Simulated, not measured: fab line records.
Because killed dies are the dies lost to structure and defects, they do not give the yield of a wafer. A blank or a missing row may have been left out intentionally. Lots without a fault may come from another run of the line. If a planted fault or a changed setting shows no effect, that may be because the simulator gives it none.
Split-lot experiment / flow n5Finfet / 21 wafers read from 7 lots, route of 1938 steps

THE SPLIT ITSELF
At N5_BEOL_M12_DEP_53 (deposits SiCN from 3MS/NH3, target thk 30 nm, time 10.5 s), the setting timeS was moved away from the recipe's 10.5 s on 6 of the 21 wafers read, by -4.6% to +14.2%. For the rest of the wafers, this setting stayed at what the recipe calls for.

Reading taken at the split's own step.

THE READING
SiCN_of_BEOL_M12_DEP_53.thkNm (the simulator's own value, which no gauge read), in nm, at N5_BEOL_M12_DEP_53 (deposits SiCN from 3MS/NH3, target thk 30 nm, time 10.5 s). The file does not state a usual value for it. Here, 15 wafers ran the recipe; their average is 30.1 nm with a standard deviation of 0.28 nm.

wafer=L083.1; tool, chamber at the split=pecvd-02, 0; timeS as run, s=10.5; against the recipe=recipe; SiCN_of_BEOL_M12_DEP_53.thkNm, nm=29.8; against lot-mates on the recipe=-
wafer=L083.2; tool, chamber at the split=pecvd-02, 1; timeS as run, s=11.99; against the recipe=+14.2%; SiCN_of_BEOL_M12_DEP_53.thkNm, nm=34; against lot-mates on the recipe=+4.2
wafer=L083.6; tool, chamber at the split=pecvd-02, 0; timeS as run, s=11.99; against the recipe=+14.2%; SiCN_of_BEOL_M12_DEP_53.thkNm, nm=34.4; against lot-mates on the recipe=+4.6
wafer=L084.1; tool, chamber at the split=pecvd-02, 2; timeS as run, s=10.5; against the recipe=recipe; SiCN_of_BEOL_M12_DEP_53.thkNm, nm=29.8; against lot-mates on the recipe=-
wafer=L084.5; tool, chamber at the split=pecvd-02, 2; timeS as run, s=11.74; against the recipe=+11.8%; SiCN_of_BEOL_M12_DEP_53.thkNm, nm=33.8; against lot-mates on the recipe=+3.9
wafer=L084.6; tool, chamber at the split=pecvd-02, 0; timeS as run, s=10.5; against the recipe=recipe; SiCN_of_BEOL_M12_DEP_53.thkNm, nm=30; against lot-mates on the recipe=-
wafer=L085.1; tool, chamber at the split=pecvd-01, 0; timeS as run, s=10.5; against the recipe=recipe; SiCN_of_BEOL_M12_DEP_53.thkNm, nm=29.6; against lot-mates on the recipe=-
wafer=L085.2; tool, chamber at the split=pecvd-01, 2; timeS as run, s=10.1; against the recipe=-3.8%; SiCN_of_BEOL_M12_DEP_53.thkNm, nm=28.6; against lot-mates on the recipe=-1.4
wafer=L085.4; tool, chamber at the split=pecvd-01, 0; timeS as run, s=10.5; against the recipe=recipe; SiCN_of_BEOL_M12_DEP_53.thkNm, nm=30.4; against lot-mates on the recipe=-
wafer=L089.3; tool, chamber at the split=pecvd-04, 0; timeS as run, s=10.5; against the recipe=recipe; SiCN_of_BEOL_M12_DEP_53.thkNm, nm=29.6; against lot-mates on the recipe=-
wafer=L089.4; tool, chamber at the split=pecvd-04, 1; timeS as run, s=10.5; against the recipe=recipe; SiCN_of_BEOL_M12_DEP_53.thkNm, nm=30.4; against lot-mates on the recipe=-
wafer=L089.6; tool, chamber at the split=pecvd-04, 2; timeS as run, s=10.5; against the recipe=recipe; SiCN_of_BEOL_M12_DEP_53.thkNm, nm=30; against lot-mates on the recipe=-
wafer=L090.2; tool, chamber at the split=pecvd-01, 1; timeS as run, s=10.02; against the recipe=-4.6%; SiCN_of_BEOL_M12_DEP_53.thkNm, nm=28.6; against lot-mates on the recipe=-1.8
wafer=L090.4; tool, chamber at the split=pecvd-01, 2; timeS as run, s=10.5; against the recipe=recipe; SiCN_of_BEOL_M12_DEP_53.thkNm, nm=30.6; against lot-mates on the recipe=-
wafer=L090.5; tool, chamber at the split=pecvd-01, 1; timeS as run, s=10.5; against the recipe=recipe; SiCN_of_BEOL_M12_DEP_53.thkNm, nm=30.2; against lot-mates on the recipe=-
wafer=L092.1; tool, chamber at the split=pecvd-02, 0; timeS as run, s=10.5; against the recipe=recipe; SiCN_of_BEOL_M12_DEP_53.thkNm, nm=30; against lot-mates on the recipe=-
wafer=L092.3; tool, chamber at the split=pecvd-02, 2; timeS as run, s=11.67; against the recipe=+11.1%; SiCN_of_BEOL_M12_DEP_53.thkNm, nm=33.2; against lot-mates on the recipe=+3.1
wafer=L092.5; tool, chamber at the split=pecvd-02, 0; timeS as run, s=10.5; against the recipe=recipe; SiCN_of_BEOL_M12_DEP_53.thkNm, nm=30.2; against lot-mates on the recipe=-
wafer=L095.2; tool, chamber at the split=pecvd-04, 1; timeS as run, s=10.5; against the recipe=recipe; SiCN_of_BEOL_M12_DEP_53.thkNm, nm=30; against lot-mates on the recipe=-
wafer=L095.5; tool, chamber at the split=pecvd-04, 0,2; timeS as run, s=10.5; against the recipe=recipe; SiCN_of_BEOL_M12_DEP_53.thkNm, nm=30.2; against lot-mates on the recipe=-
wafer=L095.6; tool, chamber at the split=pecvd-04, 0,2; timeS as run, s=10.5; against the recipe=recipe; SiCN_of_BEOL_M12_DEP_53.thkNm, nm=30.2; against lot-mates on the recipe=-
If several chambers appear in one row, that row covers several wafers at once and the file leaves open which wafer was in which chamber.

FIT RESULTS
A straight line over all 21 wafers: SiCN_of_BEOL_M12_DEP_53.thkNm changes by +0.299 nm for each +1% of timeS; r = +0.99; the points scatter about the line by 0.28 nm.
The same after taking each lot's own level away (the mean of its wafers on the recipe; 21 wafers): +0.315 nm for each +1%; r = +0.99; scatter 0.25 nm.
On that fit, the largest move of timeS shifts the reading by 4.5 nm.
The span of the lots' own levels, 29.80 to 30.40 nm, comes to 2.1 times the standard deviation stated above.
The two slopes are in agreement: the lot-to-lot level therefore moves the slope only a little.
Check: for one of the wafers moved furthest among these (+14.2%), held out of the fit, the line's prediction against its lot-mates is +4.51 nm. It came out at +4.2 nm against them.

OTHER SPLITS ON THESE WAFERS
Note: prior to the reading, these wafers also went through further splits. Each is held against what the fit with the lots' levels taken away leaves over:
other split on the same wafers=N5_BEOL_M6_COAT_60 spinRpm; wafers away from the commonest value=4; r with SiCN_of_BEOL_M12_DEP_53.thkNm (lot level and that fit taken away)=-0.11
other split on the same wafers=N5_BEOL_M6_ETCH_62 timeS; wafers away from the commonest value=5; r with SiCN_of_BEOL_M12_DEP_53.thkNm (lot level and that fit taken away)=-0.37
other split on the same wafers=N5_BEOL_M6_COAT_22 spinRpm; wafers away from the commonest value=9; r with SiCN_of_BEOL_M12_DEP_53.thkNm (lot level and that fit taken away)=+0.05
other split on the same wafers=N5_BEOL_M7_COAT_64 spinRpm; wafers away from the commonest value=10; r with SiCN_of_BEOL_M12_DEP_53.thkNm (lot level and that fit taken away)=-0.05
other split on the same wafers=N5_BEOL_M7_DESCUM_33 timeS; wafers away from the commonest value=9; r with SiCN_of_BEOL_M12_DEP_53.thkNm (lot level and that fit taken away)=+0.10
other split on the same wafers=N5_BEOL_M8_DESCUM_33 timeS; wafers away from the commonest value=10; r with SiCN_of_BEOL_M12_DEP_53.thkNm (lot level and that fit taken away)=+0.16
other split on the same wafers=N5_BEOL_M8_ETCH_72 h2FlowSccm; wafers away from the commonest value=6; r with SiCN_of_BEOL_M12_DEP_53.thkNm (lot level and that fit taken away)=-0.09
other split on the same wafers=N5_BEOL_M9_DESCUM_16 timeS; wafers away from the commonest value=5; r with SiCN_of_BEOL_M12_DEP_53.thkNm (lot level and that fit taken away)=-0.04
other split on the same wafers=N5_BEOL_M10_EXPOSE_25 doseMj; wafers away from the commonest value=9; r with SiCN_of_BEOL_M12_DEP_53.thkNm (lot level and that fit taken away)=-0.20
other split on the same wafers=N5_BEOL_M10_DEVELOP_27 developTimeS; wafers away from the commonest value=7; r with SiCN_of_BEOL_M12_DEP_53.thkNm (lot level and that fit taken away)=+0.19
other split on the same wafers=N5_BEOL_M11_ETCH_62 biasW; wafers away from the commonest value=6; r with SiCN_of_BEOL_M12_DEP_53.thkNm (lot level and that fit taken away)=+0.20

THE FILE'S OWN FIT
SiCN_of_BEOL_M12_DEP_53.thkNm changes by +0.313 nm for each +1% of timeS, r = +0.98.
